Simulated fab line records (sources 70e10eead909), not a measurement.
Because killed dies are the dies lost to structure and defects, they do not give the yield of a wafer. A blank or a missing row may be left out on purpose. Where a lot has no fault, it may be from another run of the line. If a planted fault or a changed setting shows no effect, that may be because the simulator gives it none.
Which tool did it? | flow nandHarc | 72 wafers from 24 lots sampled at 6 of the route's 1159 steps

== WHAT THE GAUGES SHOWED, per wafer ==
Not one reading of a measure or inspect step in the record can be checked against a usual standard deviation.

== EACH LOT AND THE TOOL THAT RAN IT (in order: tool; ch and the chambers of the sampled wafers; start) ==
lot  | NHARC_A_STAIRCASE_ETCH_27                    | NHARC_A_STAIRCASE_STRIP_175         | NHARC_A_STAIRCASE_TRIM_191    | NHARC_A_STAIRCASE_ETCH_192    | NHARC_A_STAIRCASE_ETCH_194    | NHARC_A_STAIRCASE_TRIM_198
L074 | rieDiel-04 ch 0,2,3, day 10 20:13 or earlier | plasmaAsher-01 ch 0,1, day 10 20:13 | rieDiel-03 ch 0,3, no start   | rieDiel-03 ch 1,2,3, no start | rieDiel-03 ch 1,2, no start   | rieDiel-11 ch 0,3, no start
L075 | rieDiel-04 ch 0,1, day 11 12:01 or earlier   | plasmaAsher-01 ch 0,1, day 11 12:01 | rieDiel-11 ch 0,3, no start   | rieDiel-11 ch 1,2,3, no start | rieDiel-11 ch 0,1, no start   | rieDiel-03 ch 1,2, no start
L079 | rieDiel-11 ch 0,1, day 11 12:42 or earlier   | plasmaAsher-02 ch 0,1, day 11 12:42 | rieDiel-04 ch 1,2, no start   | rieDiel-04 ch 1,2, no start   | rieDiel-04 ch 0,1,3, no start | rieDiel-11 ch 2,3, no start
L076 | rieDiel-11 ch 0,1,3, day 11 15:11 or earlier | plasmaAsher-01 ch 0,1, day 11 15:11 | rieDiel-11 ch 0,1,3, no start | rieDiel-11 ch 0,2,3, no start | rieDiel-11 ch 0,1,2, no start | rieDiel-11 ch 0,2,3, no start
L077 | rieDiel-04 ch 2,3, day 11 15:29 or earlier   | plasmaAsher-01 ch 0,1, day 11 15:29 | rieDiel-04 ch 2,3, no start   | rieDiel-04 ch 0,1,3, no start | rieDiel-04 ch 0,1,3, no start | rieDiel-03 ch 0,2,3, no start
L078 | rieDiel-11 ch 0,3, day 11 21:28 or earlier   | plasmaAsher-01 ch 0,1, day 11 21:28 | rieDiel-11 ch 0,2,3, no start | rieDiel-11 ch 0,1, no start   | rieDiel-11 ch 1,2, no start   | rieDiel-11 ch 2,3, no start
L083 | rieDiel-11 ch 1,3, day 12 23:30 or earlier   | plasmaAsher-01 ch 0,1, day 12 23:30 | rieDiel-11 ch 1,2,3, no start | rieDiel-11 ch 1,2,3, no start | rieDiel-11 ch 0,1,3, no start | rieDiel-11 ch 2,3, no start
L080 | rieDiel-11 ch 0,3, day 13 04:04 or earlier   | plasmaAsher-02 ch 0,1, day 13 04:04 | rieDiel-03 ch 0,3, no start   | rieDiel-03 ch 1,2,3, no start | rieDiel-03 ch 0,2,3, no start | rieDiel-03 ch 0,1,2, no start
L081 | rieDiel-03 ch 0,2, day 13 04:11 or earlier   | plasmaAsher-01 ch 0,1, day 13 04:11 | rieDiel-03 ch 1,2,3, no start | rieDiel-03 ch 0,1, no start   | rieDiel-03 ch 1,3, no start   | rieDiel-03 ch 0,2, no start
L082 | rieDiel-11 ch 1,3, day 13 08:41 or earlier   | plasmaAsher-02 ch 1, day 13 08:41   | rieDiel-04 ch 0,3, no start   | rieDiel-04 ch 0,1, no start   | rieDiel-04 ch 0,1,3, no start | rieDiel-11 ch 1,2,3, no start
L085 | rieDiel-11 ch 2,3, day 13 13:05 or earlier   | plasmaAsher-02 ch 0,1, day 13 13:05 | rieDiel-04 ch 0,1,3, no start | rieDiel-04 ch 2,3, no start   | rieDiel-04 ch 0,2, no start   | rieDiel-04 ch 0,1,2, no start
L084 | rieDiel-11 ch 1,2,3, day 13 14:32 or earlier | plasmaAsher-01 ch 0,1, day 13 14:32 | rieDiel-03 ch 0,1,2, no start | rieDiel-03 ch 0,1,3, no start | rieDiel-03 ch 0,1,3, no start | rieDiel-03 ch 0,1,3, no start
L086 | rieDiel-03 ch 1,3, day 14 07:59 or earlier   | plasmaAsher-02 ch 0,1, day 14 07:59 | rieDiel-11 ch 0,1,3, no start | rieDiel-11 ch 1,2,3, no start | rieDiel-11 ch 0,2, no start   | rieDiel-11 ch 1,3, no start
L087 | rieDiel-11 ch 0,3, day 14 08:15 or earlier   | plasmaAsher-01 ch 0,1, day 14 08:15 | rieDiel-04 ch 0,1,2, no start | rieDiel-04 ch 1,2, no start   | rieDiel-04 ch 1,2,3, no start | rieDiel-04 ch 0,2,3, no start
L092 | rieDiel-11 ch 0,2,3, day 14 22:29 or earlier | plasmaAsher-02 ch 0,1, day 14 22:29 | rieDiel-04 ch 0,2,3, no start | rieDiel-04 ch 1,2,3, no start | rieDiel-04 ch 0,1,3, no start | rieDiel-04 ch 0,1,3, no start
L091 | rieDiel-11 ch 1,2, day 15 02:10 or earlier   | plasmaAsher-01 ch 0,1, day 15 02:10 | rieDiel-03 ch 0,1,3, no start | rieDiel-03 ch 2,3, no start   | rieDiel-03 ch 0,2, no start   | rieDiel-11 ch 0,1,3, no start
L089 | rieDiel-11 ch 0,1,2, day 15 06:15 or earlier | plasmaAsher-02 ch 0,1, day 15 06:15 | rieDiel-03 ch 0,1,3, no start | rieDiel-03 ch 0,1,2, no start | rieDiel-03 ch 0,2,3, no start | rieDiel-04 ch 0,2,3, no start
L088 | rieDiel-11 ch 0,1,3, day 15 10:08 or earlier | plasmaAsher-02 ch 0,1, day 15 10:08 | rieDiel-11 ch 0,1, no start   | rieDiel-11 ch 0,1,3, no start | rieDiel-11 ch 0,1,3, no start | rieDiel-04 ch 1,2, no start
L093 | rieDiel-03 ch 0,1,2, day 15 13:59 or earlier | plasmaAsher-01 ch 0,1, day 15 13:59 | rieDiel-11 ch 1,2,3, no start | rieDiel-11 ch 0,1,3, no start | rieDiel-11 ch 0,1,2, no start | rieDiel-11 ch 2,3, no start
L090 | rieDiel-04 ch 1,2,3, day 15 14:16 or earlier | plasmaAsher-01 ch 0,1, day 15 14:16 | rieDiel-03 ch 0,2, no start   | rieDiel-03 ch 0,1,2, no start | rieDiel-03 ch 1,3, no start   | rieDiel-03 ch 0,2,3, no start
L094 | rieDiel-11 ch 0,1,3, day 15 20:56 or earlier | plasmaAsher-02 ch 0,1, day 15 20:56 | rieDiel-04 ch 1,2,3, no start | rieDiel-04 ch 0,2,3, no start | rieDiel-04 ch 0,1,2, no start | rieDiel-04 ch 0,2,3, no start
L095 | rieDiel-04 ch 0,2,3, day 15 22:33 or earlier | plasmaAsher-02 ch 0,1, day 15 22:33 | rieDiel-04 ch 0,2,3, no start | rieDiel-04 ch 0,1,2, no start | rieDiel-04 ch 0,1,3, no start | rieDiel-11 ch 0,1,3, no start
L096 | rieDiel-04 ch 0,1, day 16 05:55 or earlier   | plasmaAsher-01 ch 0,1, day 16 05:55 | rieDiel-04 ch 0,2, no start   | rieDiel-04 ch 2,3, no start   | rieDiel-04 ch 2,3, no start   | rieDiel-03 ch 0,2, no start
L097 | rieDiel-03 ch 0,1,2, day 16 06:33 or earlier | plasmaAsher-01 ch 0,1, day 16 06:33 | rieDiel-04 ch 0,3, no start   | rieDiel-04 ch 0,2, no start   | rieDiel-04 ch 0,1,3, no start | rieDiel-03 ch 1,2, no start
- NHARC_A_STAIRCASE_ETCH_27: etches the open film in C4F8/O2, target depth 100 nm, time 40.5 s.
- NHARC_A_STAIRCASE_STRIP_175: strips in O2.
- NHARC_A_STAIRCASE_TRIM_191: chemistry O2, time 211.2 s.
- NHARC_A_STAIRCASE_ETCH_192: etches the open film in C4F8/O2, target depth 100 nm, time 40.5 s.
- NHARC_A_STAIRCASE_ETCH_194: etches the open film in C4F8/O2, target depth 100 nm, time 40.5 s.
- NHARC_A_STAIRCASE_TRIM_198: chemistry O2, time 211.2 s.

== AS READ BY THE TOOLS THEMSELVES (means over the sampled wafers that have a number; for cases with no such wafer, the mark the record gives instead) ==
NHARC_A_STAIRCASE_ETCH_27.
lot  | tool       | oesProductAu (a.u.) | rfVppV (V)
L074 | rieDiel-04 | 0.942               | 896
L075 | rieDiel-04 | 0.943               | 895
L079 | rieDiel-11 | 0.943               | 893
L076 | rieDiel-11 | 0.949               | 892
L077 | rieDiel-04 | 0.944               | 898
L078 | rieDiel-11 | 0.938               | 895
L083 | rieDiel-11 | 0.950               | 888
L080 | rieDiel-11 | 0.946               | 894
L081 | rieDiel-03 | 0.943               | 893
L082 | rieDiel-11 | 0.933               | 891
L085 | rieDiel-11 | 0.946               | 891
L084 | rieDiel-11 | 0.932               | 893
L086 | rieDiel-03 | 0.928               | 898
L087 | rieDiel-11 | 0.951               | 890
L092 | rieDiel-11 | 0.958               | 894
L091 | rieDiel-11 | 0.946               | 897
L089 | rieDiel-11 | 0.947               | 895
L088 | rieDiel-11 | 0.941               | 892
L093 | rieDiel-03 | 0.945               | 890
L090 | rieDiel-04 | 0.931               | 898
L094 | rieDiel-11 | 0.941               | 891
L095 | rieDiel-04 | 0.934               | 895
L096 | rieDiel-04 | 0.926               | 900
L097 | rieDiel-03 | 0.942               | 889

NHARC_A_STAIRCASE_STRIP_175.
lot  | tool           | drypumpMotorCurrentA (A) | heaterPowerW (W)
L074 | plasmaAsher-01 | 5.1                      | 290
L075 | plasmaAsher-01 | 5.1                      | 319
L079 | plasmaAsher-02 | 5.8                      | 337
L076 | plasmaAsher-01 | 5.1                      | 293
L077 | plasmaAsher-01 | 5.1                      | 295
L078 | plasmaAsher-01 | 5.1                      | 290
L083 | plasmaAsher-01 | 5.1                      | 312
L080 | plasmaAsher-02 | 5.8                      | 339
L081 | plasmaAsher-01 | 5.1                      | 317
L082 | plasmaAsher-02 | 5.8                      | 348
L085 | plasmaAsher-02 | 5.8                      | 335
L084 | plasmaAsher-01 | 5.1                      | 315
L086 | plasmaAsher-02 | 5.8                      | 342
L087 | plasmaAsher-01 | 5.1                      | 324
L092 | plasmaAsher-02 | 5.8                      | 338
L091 | plasmaAsher-01 | 5.1                      | 289
L089 | plasmaAsher-02 | 5.8                      | 344
L088 | plasmaAsher-02 | 5.8                      | 341
L093 | plasmaAsher-01 | 5.1                      | 291
L090 | plasmaAsher-01 | 5.1                      | 318
L094 | plasmaAsher-02 | 5.8                      | 337
L095 | plasmaAsher-02 | 5.8                      | 343
L096 | plasmaAsher-01 | 5.1                      | 291
L097 | plasmaAsher-01 | 5.1                      | 289

NHARC_A_STAIRCASE_TRIM_191.
lot  | tool       | drypumpMotorCurrentA (A) | oesProductAu (a.u.) | rfVppV (V) | showerheadPlenumPTorr (Torr) | throttleValvePct (%)
L074 | rieDiel-03 | 6.0                      | 1.000               | 57.9       | 3.58                         | 17.039
L075 | rieDiel-11 | 6.1                      | 1.000               | 58.1       | 3.49                         | 17.039
L079 | rieDiel-04 | 5.8                      | 0.992               | 57.2       | 3.29                         | 17.043
L076 | rieDiel-11 | 5.8                      | 1.005               | 57.8       | 3.43                         | 17.034
L077 | rieDiel-04 | 5.7                      | 1.004               | 57.4       | 3.43                         | 17.041
L078 | rieDiel-11 | 5.8                      | 1.005               | 57.9       | 3.50                         | 17.043
L083 | rieDiel-11 | 5.4                      | 1.004               | 58.0       | 3.44                         | 17.036
L080 | rieDiel-03 | 6.0                      | 0.999               | 57.1       | 3.57                         | 17.037
L081 | rieDiel-03 | 6.5                      | 1.003               | 57.1       | 3.51                         | 17.033
L082 | rieDiel-04 | 6.0                      | 1.004               | 57.8       | 3.67                         | 17.033
L085 | rieDiel-04 | 6.0                      | 1.005               | 57.7       | 3.70                         | 17.048
L084 | rieDiel-03 | 6.1                      | 1.007               | 57.6       | 3.37                         | 17.036
L086 | rieDiel-11 | 5.8                      | 1.000               | 58.0       | 3.42                         | 17.036
L087 | rieDiel-04 | 5.9                      | 1.000               | 58.5       | 3.56                         | 17.047
L092 | rieDiel-04 | 5.9                      | 1.000               | 56.8       | 3.52                         | 17.044
L091 | rieDiel-03 | 6.0                      | 0.997               | 57.4       | 3.43                         | 17.034
L089 | rieDiel-03 | 6.0                      | 1.001               | 56.6       | 3.43                         | 17.036
L088 | rieDiel-11 | 6.2                      | 1.003               | 57.9       | 3.51                         | 17.031
L093 | rieDiel-11 | 5.5                      | 1.000               | 57.1       | 3.43                         | 17.026
L090 | rieDiel-03 | 6.3                      | 0.998               | 56.8       | 3.42                         | 17.037
L094 | rieDiel-04 | 5.9                      | 0.997               | 57.4       | 3.58                         | 17.037
L095 | rieDiel-04 | 5.9                      | 0.998               | 57.7       | 3.52                         | 17.035
L096 | rieDiel-04 | 5.7                      | 1.007               | 57.7       | 3.38                         | 17.030
L097 | rieDiel-04 | 6.0                      | 1.005               | 58.7       | 3.62                         | 17.029

NHARC_A_STAIRCASE_ETCH_192.
lot  | tool       | oesProductAu (a.u.) | rfVppV (V)
L074 | rieDiel-03 | 0.961               | 896
L075 | rieDiel-11 | 0.943               | 893
L079 | rieDiel-04 | 0.940               | 887
L076 | rieDiel-11 | 0.944               | 894
L077 | rieDiel-04 | 0.943               | 895
L078 | rieDiel-11 | 0.943               | 893
L083 | rieDiel-11 | 0.936               | 893
L080 | rieDiel-03 | 0.938               | 895
L081 | rieDiel-03 | 0.926               | 888
L082 | rieDiel-04 | 0.936               | 901
L085 | rieDiel-04 | 0.942               | 897
L084 | rieDiel-03 | 0.945               | 893
L086 | rieDiel-11 | 0.945               | 892
L087 | rieDiel-04 | 0.948               | 893
L092 | rieDiel-04 | 0.951               | 898
L091 | rieDiel-03 | 0.941               | 897
L089 | rieDiel-03 | 0.941               | 890
L088 | rieDiel-11 | 0.937               | 893
L093 | rieDiel-11 | 0.944               | 893
L090 | rieDiel-03 | 0.954               | 890
L094 | rieDiel-04 | 0.947               | 896
L095 | rieDiel-04 | 0.933               | 897
L096 | rieDiel-04 | 0.936               | 896
L097 | rieDiel-04 | 0.939               | 890

NHARC_A_STAIRCASE_ETCH_194.
lot  | tool       | oesProductAu (a.u.) | rfVppV (V)
L074 | rieDiel-03 | 0.967               | 894
L075 | rieDiel-11 | 0.942               | 894
L079 | rieDiel-04 | 0.943               | 897
L076 | rieDiel-11 | 0.944               | 897
L077 | rieDiel-04 | 0.938               | 895
L078 | rieDiel-11 | 0.943               | 897
L083 | rieDiel-11 | 0.943               | 891
L080 | rieDiel-03 | 0.937               | 895
L081 | rieDiel-03 | 0.941               | 893
L082 | rieDiel-04 | 0.928               | 903
L085 | rieDiel-04 | 0.950               | 895
L084 | rieDiel-03 | 0.949               | 893
L086 | rieDiel-11 | 0.949               | 898
L087 | rieDiel-04 | 0.943               | 899
L092 | rieDiel-04 | 0.949               | 902
L091 | rieDiel-03 | 0.944               | 889
L089 | rieDiel-03 | 0.954               | 895
L088 | rieDiel-11 | 0.944               | 892
L093 | rieDiel-11 | 0.940               | 896
L090 | rieDiel-03 | 0.941               | 897
L094 | rieDiel-04 | 0.941               | 897
L095 | rieDiel-04 | 0.934               | 903
L096 | rieDiel-04 | 0.940               | 896
L097 | rieDiel-04 | 0.934               | 901

NHARC_A_STAIRCASE_TRIM_198.
lot  | tool       | drypumpMotorCurrentA (A) | oesProductAu (a.u.) | rfVppV (V) | showerheadPlenumPTorr (Torr) | throttleValvePct (%)
L074 | rieDiel-11 | 6.2                      | 1.002               | 57.7       | 3.49                         | 17.037
L075 | rieDiel-03 | 6.6                      | 1.002               | 57.5       | 3.45                         | 17.037
L079 | rieDiel-11 | 5.4                      | 1.007               | 57.7       | 3.52                         | 17.043
L076 | rieDiel-11 | 5.8                      | 1.004               | 57.7       | 3.50                         | 17.032
L077 | rieDiel-03 | 6.2                      | 1.002               | 57.4       | 3.50                         | 17.036
L078 | rieDiel-11 | 5.4                      | 1.009               | 57.4       | 3.52                         | 17.036
L083 | rieDiel-11 | 5.4                      | 1.013               | 58.0       | 3.40                         | 17.036
L080 | rieDiel-03 | 6.1                      | 1.000               | 57.5       | 3.37                         | 17.037
L081 | rieDiel-03 | 5.8                      | 0.993               | 57.9       | 3.35                         | 17.044
L082 | rieDiel-11 | 5.4                      | 1.003               | 58.7       | 3.43                         | 17.042
L085 | rieDiel-04 | 5.9                      | 0.999               | 58.6       | 3.57                         | 17.040
L084 | rieDiel-03 | 6.0                      | 0.998               | 57.3       | 3.44                         | 17.039
L086 | rieDiel-11 | 5.5                      | 0.993               | 57.2       | 3.31                         | 17.037
L087 | rieDiel-04 | 5.9                      | 1.003               | 57.7       | 3.52                         | 17.040
L092 | rieDiel-04 | 6.0                      | 0.998               | 58.7       | 3.69                         | 17.029
L091 | rieDiel-11 | 5.8                      | 0.999               | 58.0       | 3.41                         | 17.024
L089 | rieDiel-04 | 5.9                      | 1.001               | 58.1       | 3.52                         | 17.040
L088 | rieDiel-04 | 5.8                      | 1.003               | 57.5       | 3.45                         | 17.044
L093 | rieDiel-11 | 5.4                      | 1.000               | 57.7       | 3.50                         | 17.036
L090 | rieDiel-03 | 6.1                      | 0.996               | 57.1       | 3.49                         | 17.037
L094 | rieDiel-04 | 5.9                      | 1.001               | 57.6       | 3.52                         | 17.038
L095 | rieDiel-11 | 5.8                      | 0.992               | 57.1       | 3.41                         | 17.037
L096 | rieDiel-03 | 6.3                      | 0.998               | 57.3       | 3.42                         | 17.026
L097 | rieDiel-03 | 6.7                      | 1.000               | 57.6       | 3.43                         | 17.035

== THE ANSWER, worked out from the rows above alone ==
Rule: the usual values come from the lots themselves. The widest of any qualifying gaps counts: lots, ordered by their means at a reading, are off when they make up no more than a third of the lots, leave a main group of 4 or more, and stand apart from it by 3 or more times the standard deviation of that group's means. If all means in a main group match to the digits the tables above print for the reading, that group is not used. Also off: a lot with no number at a reading for which 4 or more lots have one. Where the step has rows for the other lots, those lots are counted as sound. The gauges are gone through in route order, then the tools' own readings, and for those a lot's mean is taken as printed above. The first step at which some lot is off is used, and at that step the reading that is off furthest; a lot without a number counts as furthest.
No lot is off on any of the readings shown, so nothing can be concluded from this.

== WHAT WAS PUT IN BY THE SIMULATOR ==
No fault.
